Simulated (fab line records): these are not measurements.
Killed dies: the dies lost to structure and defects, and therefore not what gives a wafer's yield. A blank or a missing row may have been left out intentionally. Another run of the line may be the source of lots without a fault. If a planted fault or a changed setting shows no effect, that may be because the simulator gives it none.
Chamber matching | flow nand_harc | 4 sister chambers for NHARC_A_STAIRCASE_ALD_415 on ald_hk-03
The step deposits SiO2, target thk 30 nm, pulse time 6 s, ald cycles 300. 20 wafers are shown with their chamber, then 10 later ones without.

## WAFERS, EACH WITH ITS CHAMBER
wafer  | chamber | heater_power_w (W) | precursor_pulse_height_rel
L074.2 | 0       | 584                | 1.018
L074.3 | 2       | 476                | 1.001
L074.4 | 3       | 487                | 1.002
L075.1 | 2       | 470                | 1.006
L075.3 | 0       | 578                | 0.976
L075.4 | 3       | 504                | 0.955
L075.2 | 1       | 455                | 0.998
L075.5 | 1       | 469                | 0.991
L075.6 | 0       | 600                | 1.022
L089.1 | 2       | 459                | 1.024
L089.2 | 0       | 586                | 1.026
L089.6 | 3       | 502                | 0.972
L089.3 | 3       | 477                | 0.982
L089.4 | 1       | 443                | 0.996
L089.5 | 2       | 445                | 0.996
L092.1 | 2       | 452                | 0.991
L092.2 | 1       | 451                | 0.979
L092.5 | 3       | 486                | 0.952
L093.2 | 2       | 467                | 0.988
L093.4 | 1       | 457                | 0.994

SIGNATURES, as means of the wafers listed above
reading                    | chamber 0 | chamber 1 | chamber 2 | chamber 3 | scatter within a chamber
heater_power_w             | 587.00    | 455.00    | 461.50    | 491.20    | 10.7
precursor_pulse_height_rel | 1.01050   | 0.99160   | 1.00100   | 0.97260   | 0.0165
Rule: a wafer lies at a distance from a chamber equal to the root of the sum of squares, over the readings, of (its reading less the chamber's mean, divided by the reading's scatter). If the next closest chamber is less than 2 further off than the closest, the wafer can't be placed; otherwise it belongs to the closest. The scatter: take each reading less its chamber's mean, square it, sum over the shown wafers, divide by the number of wafers less the number of chambers, and take the root.

## WAFERS WHOSE CHAMBER IS MISSING
wafer  | heater_power_w (W) | precursor_pulse_height_rel
L093.5 | 587                | 0.999
L094.1 | 487                | 1.027
L094.3 | 464                | 0.997
L094.5 | 452                | 1.010
L097.2 | 462                | 0.983
L097.3 | 451                | 0.991
L097.4 | 493                | 0.997
L097.1 | 588                | 1.046
L097.5 | 450                | 0.991
L097.6 | 492                | 0.998

## WHICH CHAMBER EACH ONE RAN IN
wafer  | from the rows above          | in truth
L093.5 | 0                            | 0
L094.1 | can't be placed: 2 or 3 or 1 | 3
L094.3 | can't be placed: 2 or 1      | 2
L094.5 | can't be placed: 2 or 1      | 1
L097.2 | can't be placed: 1 or 2 or 3 | 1
L097.3 | can't be placed: 1 or 2      | 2
L097.4 | can't be placed: 3 or 2      | 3
L097.1 | 0                            | 0
L097.5 | can't be placed: 1 or 2      | 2
L097.6 | can't be placed: 3 or 2 or 1 | 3
Correct placement for 2 of the 10. Cannot be placed on the basis of these rows: 8; the candidates contain the true chamber in 8. Number placed wrongly: 0.
